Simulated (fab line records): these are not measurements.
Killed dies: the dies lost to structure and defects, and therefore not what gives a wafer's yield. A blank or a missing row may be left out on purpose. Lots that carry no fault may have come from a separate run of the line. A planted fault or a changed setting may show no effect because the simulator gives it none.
fab line records ; flow n5_finfet
record: lots: 3; wafers: 9; last_day: 16
route steps=1938 shown FIN_SAQP@119 FIN_CUT@154 STI_FIN_REVEAL@196 BEOL_M4@1111
lots that met no fault: from a run of the same line without faults
start_h: hours from the record's first day to the start of the lot's first wafer shown ; wait_h: hours since the lot's step before ; " repeats the value in the row above ; L1.1+2: a single row standing in for several wafers ; - value missing, or start not given ; * or withheld: withheld ; < > ~ a bound
route shown NAME@n: NAME is a module with steps in the file, n the number in the route of the first one ; usual: the fault-free wafers' mean and standard deviation ; same: alike in all rows ; chamber/n: place in a boat ; sites: per-site readings ; _std_site: their standard deviation ; _edge_site: inner sites' mean taken away from outer sites' mean ; radius_mm: how far each site lies from the wafer's centre ; mask NAME#n: copy n ; behind: tool/chamber where the wafer was last shaped ; hold: why the lot went on hold/how many hours it stayed there/how the hold came to an end ; device: the transistor (n, p or np) that didn't switch ; end of line: the route-end tests of the same wafers ; where a step has no rows: the recipe by itself ; killed: dies that structure and defects cost at the first sort, which is not the same as the wafer's yield ; map: a wafer's dies, x killed, . not, _ none there
set.NAME: setting as actually run; set.NAME@STEP: the setting as run at that earlier step ; model.NAME: the simulator's own value behind a step, which no gauge read
lots seen at some steps along the route; tables by step, rows by wafer
services: the hour from which a tool's chamber was out of use, counted from the record's first day as start_h (under 0 if before that day), plus the number of hours and why
== steps ==
step: N5_FIN_SAQP_STRIP_74
recipe: chemistry: CHF3/O2; resist: SiARC; rf_frequency_hz: 6e+07
step: N5_FIN_SAQP_MANDREL_ETCH_22
recipe: target_depth_a: 600; chemistry: HBr/Cl2; target: a-Si; stop_on: SiNx; bt_time_s: 10; over_etch_frac: 0.5; time_s: 30; pressure_mtorr: 10; icp_w: 800; bias_w: 75; HBr_flow_sccm: 150; Cl2_flow_sccm: 80; ends: end_point
step: N5_FIN_SAQP_STRIP_55
recipe: chemistry: N2/H2; power_w: 500; temp_c: 40; pressure_mtorr: 50; rf_frequency_hz: 6e+07; overash_fraction: 0.3; bias_power_w: 28; h2_frac: 0.5; n2_flow_sccm: 300; h2_flow_sccm: 300
step: N5_FIN_SAQP_STRIP_23
recipe: chemistry: SPM; time_s: 750; temp_c: 130; h2so4_h2o2_vol_ratio: 4
step: N5_FIN_SAQP_SRD_66
recipe: dry: ipa_marangoni; time_s: 30; temp_c: 23; rinse_liquid: diw
step: N5_FIN_SAQP_RECESS_75
recipe: chemistry: HF/NH3; target: SiO2; target_depth_a: 144; afs_cycles: 3; temp_c: 30; sublimation_temp_c: 180; sublimation_time_s: 60
step: N5_FIN_SAQP_SPACER1_ALD_24
recipe: material: SiO2; target_thk_a: 203; temp_c: 300; ald_precursor_family: BDEAS; ald_co_reactant: O2-plasma; pulse_time_s: 1; purge_time_s: 2; co_reactant_purge_time_s: 2; ald_cycles: 218; pressure_torr: 2
step: N5_FIN_SAQP_SPACER1_ETCHBACK_25
recipe: chemistry: CHF3/O2; mode: anisotropic_etchback; target: SiO2; target_depth_a: 244; time_s: 12.2; pressure_mtorr: 30; source_w: 650; bias_w: 170; Ar_flow_sccm: 200; CHF3_flow_sccm: 50; O2_flow_sccm: 5; ion_energy_ev: 200
step: N5_FIN_SAQP_MANDREL1_REMOVE_56
recipe: chemistry: HBr/Cl2/O2; bt_time_s: 10; target: a-Si; stop_on: SiNx; endpoint: OES-SiCl; over_etch_frac: 1; icp_w: 600; bias_w: 22; HBr_flow_sccm: 150; Cl2_flow_sccm: 80; O2_flow_sccm: 5; pressure_mtorr: 10
step: N5_FIN_SAQP_ETCH_57
recipe: chemistry: CH3F/O2; target: SiNx; mask_material: SiO2; target_depth_a: 325; time_s: 46.4; pressure_mtorr: 30; source_w: 395; bias_w: 73; Ar_flow_sccm: 150; CH3F_flow_sccm: 30; O2_flow_sccm: 20; ion_energy_ev: 120; ends: cleared
step: N5_FIN_SAQP_ETCH_65
recipe: chemistry: CF4; target: SiO2; target_depth_a: 40; ion_energy_ev: 350; time_s: 4.4; pressure_mtorr: 10; icp_w: 800; bias_w: 400; cf4_flow_sccm: 80
step: N5_FIN_SAQP_MANDREL_ETCH_58
recipe: chemistry: HBr/Cl2; target: a-Si; target_depth_a: 450; bt_time_s: 10; stop_on: SiNx; mask_material: SiO2; over_etch_frac: 0.8; time_s: 27; pressure_mtorr: 10; icp_w: 800; bias_w: 75; HBr_flow_sccm: 150; Cl2_flow_sccm: 80; ends: end_point
usual: drypump_motor_current_A: 5.8/0.46; oes_product_au: 0.700/0.013; over_etch_frac: 0.8/0; throttle_valve_pct: 35.6/0.43
lot.wafer;tool;chamber;start_h;wait_h;drypump_motor_current_A;oes_product_au;over_etch_frac;rf_hours_counter_h;throttle_valve_pct;model.SiNx_of_FIN_SAQP_HM_DEP_03.thk_nm
L425.1;rie_si-06;2;58.13;0.0;5.9;0.699;0.8;118;35.9;37.3
L425.3;rie_si-06;1;58.13;0.0;6.2;0.690;0.8;126;35.0;38.12
L425.5;rie_si-06;1;58.13;0.0;6.1;0.701;0.8;-;35.0;39.03
L438.1;rie_si-04;3;133.33;0.0;5.9;0.708;0.8;181;36.0;38.62
L438.2;rie_si-04;0;133.33;0.0;6.4;0.705;0.8;127;35.7;37.8
L438.6;rie_si-04;1;133.33;0.0;5.1;0.713;0.8;-;35.4;39.43
L441.2;rie_si-06;2;149.79;0.0;5.9;0.607;1.3514;119;36.1;34.4
L441.3;rie_si-06;0;149.79;0.0;5.6;0.679;0.8;107;35.4;38
L441.6;rie_si-06;0;149.79;0.0;5.7;0.682;0.8;-;35.4;38
step: N5_FIN_SAQP_RECESS_63
recipe: chemistry: HF/NH3; target: SiO2; target_depth_a: 180; afs_cycles: 3; temp_c: 30; sublimation_temp_c: 180; sublimation_time_s: 60
step: N5_FIN_SAQP_COAT_68
recipe: resist: SOC; temp_c: 250; time_s: 60; spin_rpm: 1500; resist_thk_nm: 100
step: N5_FIN_SAQP_ETCH_69
recipe: chemistry: N2/H2; target: SOC; target_depth_a: 1500; stop_on: SiNx; ion_energy_ev: 100; bias_w: 61; pressure_mtorr: 30; source_w: 850; n2_flow_sccm: 200; h2_flow_sccm: 200
step: N5_FIN_SAQP_ETCH_67
recipe: chemistry: CH3F/O2; target: SiNx; target_depth_a: 300; mask_material: SOC; pressure_mtorr: 30; source_w: 395; bias_w: 73; Ar_flow_sccm: 150; CH3F_flow_sccm: 30; O2_flow_sccm: 20; ion_energy_ev: 120
step: N5_FIN_SAQP_STRIP_70
recipe: chemistry: N2/H2; power_w: 500; temp_c: 40; pressure_mtorr: 50; rf_frequency_hz: 6e+07; overash_fraction: 0.3; bias_power_w: 28; h2_frac: 0.5; n2_flow_sccm: 300; h2_flow_sccm: 300
step: N5_FIN_SAQP_RECESS_71
recipe: chemistry: HF/NH3; target: SiO2; target_depth_a: 30; afs_cycles: 1; temp_c: 30; sublimation_temp_c: 180; sublimation_time_s: 60
step: N5_FIN_SAQP_SPACER2_ALD_28
recipe: material: SiO2; target_thk_a: 81; temp_c: 300; ald_precursor_family: BDEAS; ald_co_reactant: O2-plasma; pulse_time_s: 1; purge_time_s: 2; co_reactant_purge_time_s: 2; pressure_torr: 2
step: N5_FIN_SAQP_SPACER2_ETCHBACK_29
recipe: chemistry: CHF3/O2; mode: anisotropic_etchback; target: SiO2; target_depth_a: 122; time_s: 6.1; pressure_mtorr: 30; source_w: 650; bias_w: 170; Ar_flow_sccm: 200; CHF3_flow_sccm: 50; O2_flow_sccm: 5; ion_energy_ev: 200
step: N5_FIN_SAQP_MANDREL2_REMOVE_60
recipe: chemistry: HBr/Cl2/O2; bt_time_s: 10; target: a-Si; stop_on: SiNx; endpoint: OES-SiCl; over_etch_frac: 1; icp_w: 600; bias_w: 22; HBr_flow_sccm: 150; Cl2_flow_sccm: 80; O2_flow_sccm: 5; pressure_mtorr: 10
step: N5_FIN_SAQP_HM_OPEN_33
recipe: chemistry: CH3F/O2; target: SiNx; mask_material: SiO2; target_depth_a: 494; time_s: 70.6; pressure_mtorr: 30; source_w: 395; bias_w: 73; Ar_flow_sccm: 150; CH3F_flow_sccm: 30; O2_flow_sccm: 20; ion_energy_ev: 120; ends: cleared
usual: drypump_motor_current_A: 5.7/0.3; etch_rf_on_time_s: 69.5/2; oes_product_au: 0.68/0.073; rf_vpp_V: 299/9.1; showerhead_plenum_p_Torr: 2.02/0.048; throttle_valve_pct: 16.32/0.29
lot.wafer;tool;chamber;start_h;wait_h;drypump_motor_current_A;etch_rf_on_time_s;oes_product_au;rf_hours_counter_h;rf_vpp_V;showerhead_plenum_p_Torr;throttle_valve_pct;model.etch.depth_nm
L425.1;rie_diel-01;1;60.58;0.3;5.6;67.4;0.66;153;305;2.06;16.50;36.67
L425.3;rie_diel-01;3;60.58;0.3;5.5;68.1;0.78;24;307;2.02;16.24;37.49
L425.5;rie_diel-01;3;60.58;0.3;5.5;70.3;0.78;-;306;2.02;16.25;38.4
L438.1;rie_diel-01;1;134.96;0.1;5.6;71.0;0.63;181;305;2.05;16.57;38
L438.2;rie_diel-01;3;134.96;0.1;5.5;68.1;0.74;48;305;2.01;16.30;37.09
L438.6;rie_diel-01;2;134.96;0.1;5.9;74.2;0.58;-;293;1.92;16.94;38.8
L441.2;rie_diel-04;3;151.37;0.0;6.1;62.8;0.69;71;299;1.96;16.26;33.68
L441.3;rie_diel-04;1;151.37;0.0;5.4;71.2;0.60;205;306;1.99;16.30;37.39
L441.6;rie_diel-04;2;151.37;0.0;5.5;67.0;0.62;-;287;2.07;16.14;37.29
step: N5_FIN_SAQP_ETCH_34
recipe: chemistry: C4F6/O2; target: SiO2; target_depth_a: 450; time_s: 15; ion_energy_ev: 250; pressure_mtorr: 30; source_w: 345; bias_w: 185; Ar_flow_sccm: 300; C4F6_flow_sccm: 10; O2_flow_sccm: 10; ends: cleared
step: N5_FIN_SAQP_STRIP_77
recipe: chemistry: N2/H2; time_s: 90; power_w: 100; temp_c: 40; pressure_mtorr: 100; rf_frequency_hz: 6e+07; bias_power_w: 3; n2_flow_sccm: 300; h2_flow_sccm: 300
step: N5_FIN_SAQP_ETCH_64
recipe: chemistry: CF4; target: SiO2; target_depth_a: 15; ion_energy_ev: 350; pressure_mtorr: 10; icp_w: 800; bias_w: 400; cf4_flow_sccm: 80
step: N5_FIN_SAQP_FIN_ETCH_36
recipe: chemistry: HBr/Cl2/O2; target_depth_a: 1200; mask_material: SiNx; time_s: 50.4; bias_w: 102; pressure_mtorr: 10; icp_w: 800; HBr_flow_sccm: 150; Cl2_flow_sccm: 80; O2_flow_sccm: 12
step: N5_FIN_SAQP_PRECLEAN_38
recipe: chemistry: O3/DIW; time_s: 45; temp_c: 22; o3_ppm: 10
step: N5_FIN_SAQP_PRECLEAN_45
recipe: chemistry: dHF; time_s: 10; dilution: 500:1; temp_c: 25
step: N5_FIN_SAQP_SRD_39
recipe: dry: ipa_marangoni; time_s: 30; temp_c: 23; rinse_liquid: diw
step: N5_FIN_CUT_COAT_18
recipe: resist: SOC; temp_c: 250; time_s: 60; spin_rpm: 1500; resist_thk_nm: 230
step: N5_FIN_CUT_COAT_19
recipe: resist: SiARC; temp_c: 220; time_s: 60; spin_rpm: 1500; resist_thk_nm: 20
step: N5_FIN_CUT_COAT_29
recipe: resist: underlayer; temp_c: 205; time_s: 60; spin_rpm: 1500; resist_thk_nm: 10
step: N5_FIN_CUT_COAT_02
recipe: resist: CAR-EUV; spin_rpm: 1500; resist_thk_nm: 30
step: N5_FIN_CUT_EBR_04
recipe: solvent: PGMEA; ebr_width_mm: 1.5
step: N5_FIN_CUT_SOFTBAKE_03
recipe: temp_c: 110; time_s: 60; resist: CAR-EUV
step: N5_FIN_CUT_EXPOSE_05
recipe: mask_id: FIN_CUT; na: 0.33; source_shape: annular; sigma_inner: 0.35; sigma_outer: 0.8; polarization: unpolarized; dose_mj: 45.75
step: N5_STI_FIN_REVEAL_RECESS_09
recipe: chemistry: HF/NH3; target: SiO2; afs_cycles: 11; target_depth_a: 425; temp_c: 30; sublimation_temp_c: 180; sublimation_time_s: 60
usual: drypump_motor_current_A: 5.51/0.26
lot.wafer;tool;chamber;start_h;wait_h;drypump_motor_current_A;model.SiNx_of_FIN_SAQP_HM_DEP_03.thk_nm
L425.1;vapor_etch-02;0;68.70;0.0;5.35;18.2
L425.3;vapor_etch-02;0;68.70;0.0;5.35;18
L425.5;vapor_etch-02;0;68.70;0.0;5.35;18.8
L438.1;vapor_etch-01;0;143.09;0.0;5.22;19
L438.2;vapor_etch-01;1;143.09;0.0;5.91;17.6
L438.6;vapor_etch-01;1;144.15;1.1;5.89;20
L441.2;vapor_etch-02;1;159.54;0.0;5.57;14.2
L441.3;vapor_etch-02;0;159.54;0.0;5.33;18.4
L441.6;vapor_etch-02;1;159.54;0.0;5.58;18
step: N5_BEOL_M4_RC_MEAS_101
usual: DIBL_N: 36.0/2.2; DIBL_P: 35.9/2.6; IOFF_N: 0.16/0.038; IOFF_P: 0.21/0.042; ION_N: 675/15; ION_P: 463/10; SS_N: 71.5/0.62; SS_P: 73.2/0.76; VT_N: 250/4.1; VT_P: -251/3.6
lot.wafer;tool;chamber;start_h;wait_h;DIBL_N[mV/V];DIBL_P[mV/V];IOFF_N[nA/um];IOFF_P[nA/um];ION_N[uA/um];ION_P[uA/um];SS_N[mV/dec];SS_P[mV/dec];VT_N[mV];VT_P[mV]
L425.1;prober-01;0;195.21;0.0;34.6;34.5;0.14;0.19;683;470;71.3;73.1;249;-251
L425.3;prober-01;0;195.21;0.0;31.4;31.4;0.11;0.16;667;461;70.3;72.1;251;-252
L425.5;prober-01;0;195.21;0.0;35.9;36.8;0.16;0.20;689;465;71.7;73.3;249;-252
L438.1;prober-02;0;263.94;0.0;40.0;38.5;0.21;0.25;702;479;71.8;74.4;244;-247
L438.2;prober-02;0;263.94;0.0;38.6;37.2;0.17;0.24;674;459;71.6;74.8;248;-250
L438.6;prober-02;0;263.94;0.0;43.0;40.1;0.27;0.29;700;469;73.5;74.7;243;-245
L441.2;prober-02;0;290.32;0.2;35.7;35.6;0.16;0.24;692;477;71.6;72.5;250;-248
L441.3;prober-02;0;290.32;0.2;36.3;35.1;0.17;0.23;670;457;71.5;73.2;251;-247
L441.6;prober-02;0;290.32;0.2;37.3;37.0;0.20;0.27;702;480;71.6;73.8;246;-244
== services ==
tool;chamber;start_h;hours;kind
rie_diel-04;0;40.05;-;clean
rie_diel-04;0;40.05;-;consumable_replace:focus_ring
rie_diel-04;0;40.05;16.9;scheduled_down
rie_diel-04;0;40.05;16.9;vent_cycle
rie_diel-04;-;56.67;2.8;pm
rie_diel-01;0;59.73;-;clean
rie_diel-01;0;59.73;-;consumable_replace:focus_ring
rie_diel-01;0;59.73;18.3;scheduled_down
rie_diel-01;0;59.73;18.3;vent_cycle
rie_diel-01;3;64.59;9.1;repair
vapor_etch-01;-;75.51;0.5;repair
rie_si-04;-;80.68;0.2;repair
rie_si-06;-;83.44;14.6;pm
vapor_etch-01;0;84.13;4.2;repair
vapor_etch-01;-;101.37;0.5;repair
rie_diel-04;0;102.22;2.3;repair
rie_si-06;1;110.26;2.6;repair
rie_si-06;3;140.30;4.8;repair
rie_si-06;3;148.23;3.2;repair
== key ==
first_sign: step: N5_FIN_SAQP_MANDREL_ETCH_58; reading: over_etch_frac; direction: up; sigmas: 99+; usual: 0.8; struck: 1.3514
effect: step: N5_FIN_SAQP_MANDREL_ETCH_58; reading: oes_product_au; direction: down; sigmas: 7.4; usual: 0.700; struck: 0.607
effect: step: N5_FIN_SAQP_HM_OPEN_33; reading: etch_rf_on_time_s; direction: down; sigmas: 3.4; usual: *; struck: *
model_effect: step: N5_FIN_SAQP_MANDREL_ETCH_58; value: SiNx_of_FIN_SAQP_HM_DEP_03.thk_nm; without: 37.7; struck: 34.4
model_effect: step: N5_FIN_SAQP_HM_OPEN_33; value: etch.depth_nm; without: 37.07; struck: 33.68
model_effect: step: N5_STI_FIN_REVEAL_RECESS_09; value: SiNx_of_FIN_SAQP_HM_DEP_03.thk_nm; without: 17.6; struck: 14.2
met_at N5_FIN_SAQP_MANDREL_ETCH_58
struck_wafers L441.2
onset_between 58.13 149.79
fault: kind: process_parameter_drift; tool: rie_si-06; chamber: 2; onset_h: 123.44; steps: N5_FIN_SAQP_MANDREL_ETCH_58; channel: over_etch_frac; offset: 0.55144; shape: step; end_h: 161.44; acts_in: these_recipes_only; stated: 0.8
